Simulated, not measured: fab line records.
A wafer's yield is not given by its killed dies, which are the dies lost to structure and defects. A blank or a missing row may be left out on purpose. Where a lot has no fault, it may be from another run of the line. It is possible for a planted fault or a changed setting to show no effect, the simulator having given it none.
Which of the tools did it? || flow nand-harc || 72 wafers from 24 lots sampled at 2 of the route's 1159 steps

## WHAT THE GAUGES SHOWED, per wafer
NHARC_A_BLC_CD_MEAS_19.
{"lot": "L075", "measured": "day 17 15:14", "on": "cd-sem-02", "cd-nm (nm)": "99.6 98.9 100.1"}
{"lot": "L074", "measured": "day 17 16:05", "on": "cd-sem-03", "cd-nm (nm)": "95.7 99.6 102.9"}
{"lot": "L078", "measured": "day 17 16:56", "on": "cd-sem-02", "cd-nm (nm)": "103.4 98.5 100.5"}
{"lot": "L077", "measured": "day 17 17:50", "on": "cd-sem-01", "cd-nm (nm)": "96.9 100.6 103.0"}
{"lot": "L079", "measured": "day 18 12:40", "on": "cd-sem-01", "cd-nm (nm)": "99.0 95.9 97.5"}
{"lot": "L076", "measured": "day 18 12:52", "on": "cd-sem-01", "cd-nm (nm)": "98.4 94.3 97.9"}
{"lot": "L084", "measured": "day 19 04:19", "on": "cd-sem-03", "cd-nm (nm)": "94.6 100.8 98.3"}
{"lot": "L081", "measured": "day 19 07:54", "on": "cd-sem-02", "cd-nm (nm)": "103.4 103.1 101.0"}
{"lot": "L080", "measured": "day 19 08:38", "on": "cd-sem-02", "cd-nm (nm)": "101.5 97.5 100.7"}
{"lot": "L083", "measured": "day 19 12:21", "on": "cd-sem-01", "cd-nm (nm)": "96.2 100.5 101.2"}
{"lot": "L082", "measured": "day 19 18:22", "on": "cd-sem-02", "cd-nm (nm)": "97.6 103.5 99.6"}
{"lot": "L088", "measured": "day 20 10:52", "on": "cd-sem-03", "cd-nm (nm)": "102.7 98.6 104.9"}
{"lot": "L087", "measured": "day 20 11:35", "on": "cd-sem-02", "cd-nm (nm)": "98.7 101.0 102.8"}
{"lot": "L086", "measured": "day 20 19:59", "on": "cd-sem-02", "cd-nm (nm)": "100.8 93.2 99.7"}
{"lot": "L085", "measured": "day 21 02:05", "on": "cd-sem-03", "cd-nm (nm)": "101.4 104.2 104.0"}
{"lot": "L090", "measured": "day 21 16:29", "on": "cd-sem-01", "cd-nm (nm)": "100.4 97.2 103.3"}
{"lot": "L091", "measured": "day 21 17:45", "on": "cd-sem-03", "cd-nm (nm)": "102.7 98.2 104.8"}
{"lot": "L092", "measured": "day 21 19:03", "on": "cd-sem-01", "cd-nm (nm)": "97.4 103.1 101.9"}
{"lot": "L089", "measured": "day 22 00:39", "on": "cd-sem-03", "cd-nm (nm)": "98.7 101.1 101.9"}
{"lot": "L094", "measured": "day 22 09:51", "on": "cd-sem-01", "cd-nm (nm)": "102.9 102.3 102.0"}
{"lot": "L095", "measured": "day 22 12:19", "on": "cd-sem-01", "cd-nm (nm)": "103.6 99.7 92.7"}
{"lot": "L096", "measured": "day 22 17:59", "on": "cd-sem-01", "cd-nm (nm)": "103.4 101.2 98.0"}
{"lot": "L093", "measured": "day 22 23:14", "on": "cd-sem-01", "cd-nm (nm)": "100.0 99.2 98.8"}
{"lot": "L097", "measured": "day 23 08:32", "on": "cd-sem-02", "cd-nm (nm)": "102.8 99.5 99.7"}

NHARC_A_BLC_INSPECT_28.
{"lot": "L075", "measured": "day 17 20:24", "on": "defect-inspect-02", "raw-defect-count": "308 484 434"}
{"lot": "L074", "measured": "day 17 20:28", "on": "defect-inspect-01", "raw-defect-count": "395 453 647"}
{"lot": "L078", "measured": "day 17 20:52", "on": "defect-inspect-02", "raw-defect-count": "661 565 806"}
{"lot": "L077", "measured": "day 17 21:17", "on": "defect-inspect-02", "raw-defect-count": "520 473 612"}
{"lot": "L079", "measured": "day 18 14:38", "on": "defect-inspect-02", "raw-defect-count": "227 347 279"}
{"lot": "L076", "measured": "day 18 17:28", "on": "defect-inspect-01", "raw-defect-count": "378 401 508"}
{"lot": "L084", "measured": "day 19 07:59", "on": "defect-inspect-01", "raw-defect-count": "480 748 799"}
{"lot": "L081", "measured": "day 19 09:56", "on": "defect-inspect-01", "raw-defect-count": "370 272 308"}
{"lot": "L080", "measured": "day 19 10:37", "on": "defect-inspect-01", "raw-defect-count": "324 403 432"}
{"lot": "L083", "measured": "day 19 16:22", "on": "defect-inspect-02", "raw-defect-count": "431 329 471"}
{"lot": "L082", "measured": "day 19 20:31", "on": "defect-inspect-01", "raw-defect-count": "368 414 346"}
{"lot": "L088", "measured": "day 20 12:52", "on": "defect-inspect-01", "raw-defect-count": "343 269 294"}
{"lot": "L087", "measured": "day 20 13:34", "on": "defect-inspect-02", "raw-defect-count": "603 1010 805"}
{"lot": "L086", "measured": "day 21 04:56", "on": "defect-inspect-01", "raw-defect-count": "436 273 335"}
{"lot": "L085", "measured": "day 21 15:19", "on": "defect-inspect-02", "raw-defect-count": "400 362 307"}
{"lot": "L090", "measured": "day 22 05:19", "on": "defect-inspect-01", "raw-defect-count": "259 306 295"}
{"lot": "L091", "measured": "day 22 05:26", "on": "defect-inspect-01", "raw-defect-count": "325 371 345"}
{"lot": "L092", "measured": "day 22 05:43", "on": "defect-inspect-01", "raw-defect-count": "469 393 368"}
{"lot": "L089", "measured": "day 22 06:11", "on": "defect-inspect-01", "raw-defect-count": "402 481 323"}
{"lot": "L094", "measured": "day 22 11:54", "on": "defect-inspect-01", "raw-defect-count": "468 391 368"}
{"lot": "L095", "measured": "day 22 14:40", "on": "defect-inspect-01", "raw-defect-count": "325 385 294"}
{"lot": "L096", "measured": "day 22 21:44", "on": "defect-inspect-01", "raw-defect-count": "567 413 470"}
{"lot": "L093", "measured": "day 23 07:05", "on": "defect-inspect-01", "raw-defect-count": "505 401 411"}
{"lot": "L097", "measured": "day 23 11:20", "on": "defect-inspect-02", "raw-defect-count": "466 486 385"}

## WHAT TOOL EACH LOT RAN ON (gives the tool, then ch and the chambers of the sampled wafers, and finally the start)
Before these readings, the record contains no process step.

## WHAT THE TOOLS THEMSELVES READ (means of the sampled wafers that have a number; where no wafer has one, the mark that the record gives instead)
The record holds no such reading with a usual standard deviation.

## THE ANSWER, worked out from the rows above alone
Rule: usual is defined by the lots themselves. The widest of any qualifying gaps counts: lots, ordered by their means at a reading, are off when they make up no more than a third of the lots, leave a main group of 4 or more, and stand apart from it by 3 or more times the standard deviation of that group's means. Not used: any main group whose means are identical at the precision the tables above print for the reading. Also off: a lot with no number at a reading for which 4 or more lots have one. All remaining lots with rows at the step are treated as sound. After the gauges, taken in route order, come the tools' own readings; for these a lot's mean is taken, as printed above. The first step at which some lot is off is used, and at that step the reading that is off furthest; a lot without a number counts as furthest.
Nothing can be told from this: no lot is off at any reading shown.

## WHAT THE SIMULATOR HAD PUT IN
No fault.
